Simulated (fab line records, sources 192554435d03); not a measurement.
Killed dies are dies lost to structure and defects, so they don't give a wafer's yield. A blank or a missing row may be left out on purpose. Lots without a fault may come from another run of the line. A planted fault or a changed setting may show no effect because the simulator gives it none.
A struck lot beside a sound one | flow n5_finfet | 16 steps out of a route of 1938
Sound: wafers L218.1, L218.3, L218.4. Struck: wafers L224.2, L224.5, L224.6. The cause comes at the end.
At each step with rows: each side's tool, then ch and its chambers, then its first start. Under that, the readings that differ: sound wafers | struck wafers | difference of the means | sigmas: that difference in standard deviations of wafers without a fault.
alike: readings whose means differ by less than 2 such deviations, and words and numbers that are the same on both sides. not compared: withheld readings, readings that some wafer has no value for, bounds like >300 that may hide the same value, and numbers for which the record gives no deviation and whose values overlap.
The two part at a step that has a row with sigmas, a row that says differs or no value, or rows on one side only. Numbers that don't overlap but have no deviation are shown without sigmas and don't part them. A reading that every wafer of one side lacks parts them only if that side has two wafers or more.

first, 2 steps without rows for these wafers: N5_BEOL_M1_PEB_09 (peb time 60 s); N5_BEOL_M1_DEVELOP_10 (develop time 30 s).
N5_BEOL_M1_CD_MEAS_11: target cd 17.05 nm.
  sound on cd_sem-02 ch 0, day 6 12:21; struck on cd_sem-02 ch 0, day 7 20:37
  alike: cd_nm
N5_BEOL_M1_OVL_MEAS_12:
  sound on overlay-01 ch 0, day 6 12:23; struck on overlay-01 ch 0, day 7 20:38
  alike: M1_OVL
N5_BEOL_M1_INSPECT_13: inspects for defects (brightfield).
  sound on defect_inspect-02, day 6 12:26; struck on defect_inspect-02, day 7 20:41
  reading          | sound       | struck      | difference | sigmas
  raw_defect_count | 330 305 251 | 541 508 660 | +274       | +2
N5_BEOL_M1_DESCUM_16: chemistry O2, time 7 s.
  sound on rie_diel-05 ch 0,1,2, day 6 12:43; struck on rie_diel-05 ch 0,1,3, day 7 21:23
  alike: drypump_motor_current_A, oes_product_au, rf_vpp_V, showerhead_plenum_p_Torr, throttle_valve_pct
  not compared: rf_hours_counter_h
N5_BEOL_M1_ETCH_74: etches underlayer in N2/H2, target depth 6.5 nm, time 5.2 s.
  sound on rie_diel-05 ch 0,1,2, day 6 12:44; struck on rie_diel-05 ch 0,1,3, day 7 21:25
  alike: drypump_motor_current_A, etch_rf_on_time_s, h2_flow_sccm, oes_product_au, rf_vpp_V, showerhead_plenum_p_Torr, throttle_valve_pct
  not compared: rf_hours_counter_h
then, 1 step without rows for these wafers: N5_BEOL_M1_ETCH_63 (etches SiARC in CF4, target depth 15.6 nm, time 26 s).
N5_BEOL_M1_ETCH_64: etches SOC in N2/H2, target depth 75 nm, overetch 15 nm, time 112.5 s.
  sound on rie_diel-05 ch 0,1,2, day 6 12:47; struck on rie_diel-05 ch 0,1,3, day 7 21:28
  alike: drypump_motor_current_A, h2_flow_sccm, oes_product_au, rf_vpp_V, showerhead_plenum_p_Torr, throttle_valve_pct
  not compared: rf_hours_counter_h
then, 2 steps without rows for these wafers: N5_BEOL_M1_STRIP_65 (strips in N2/H2); N5_BEOL_M1_STRIP_75 (strips in N2/H2).
N5_BEOL_M1_STRIP_66: strips in CF4.
  sound on rie_diel-05 ch 0,1,2, day 6 12:55; struck on rie_diel-05 ch 0,1,3, day 7 21:35
  alike: cf4_flow_sccm, drypump_motor_current_A, oes_product_au, rf_vpp_V, showerhead_plenum_p_Torr, throttle_valve_pct
  not compared: rf_hours_counter_h
N5_BEOL_M1_HM_OPEN_17: chemistry Cl2/BCl3, target TiN, target depth 20 nm, overetch 6 nm.
  sound on rie_metal-03 ch 0,1, day 6 12:57; struck on rie_metal-03 ch 0,1, day 7 21:38
  reading                                  | sound          | struck         | difference | sigmas
  model.SOC_of_BEOL_M1_COAT_61.thk_nm (nm) | 52.2 52.4 51.6 | 53.4 53.2 53.6 | +1.3       |
  alike: drypump_motor_current_A, oes_ar_750_au, oes_product_au, throttle_valve_pct
  not compared: rf_hours_counter_h
N5_BEOL_M1_STRIP_19: strips in O2.
  sound on rie_diel-03 ch 0,2,3, day 6 13:14; struck on rie_diel-06 ch 2,3, day 7 21:50
  alike: drypump_motor_current_A, oes_product_au, rf_vpp_V, showerhead_plenum_p_Torr, throttle_valve_pct
  not compared: rf_hours_counter_h
-- the record jumps here: 2 days lie between the struck wafers' starts before and after (it left off in module BEOL_M1 and takes up again in module BEOL_M4, whose first step shown is number 1111 of the route) --
N5_BEOL_M4_RC_MEAS_101:
  sound on prober-01 ch 0, day 8 07:22; struck on prober-01 ch 0, day 9 23:15
  reading       | sound          | struck         | difference | sigmas
  DIBL_P (mV/V) | 37.4 41.5 34.2 | 33.4 33.0 33.9 | -4.3       | -2
  alike: DIBL_N, IOFF_N, IOFF_P, ION_N, ION_P, SS_N, SS_P, VT_N, VT_P
N5_PASSIVATION_PROBE_49:
  the record has rows for the sound wafers here (prober-01, day 12 22:25) and none for the struck ones

WHERE THEY PART
First at N5_BEOL_M1_INSPECT_13; last, within this record, at N5_PASSIVATION_PROBE_49.

WHY: what the simulator had put in
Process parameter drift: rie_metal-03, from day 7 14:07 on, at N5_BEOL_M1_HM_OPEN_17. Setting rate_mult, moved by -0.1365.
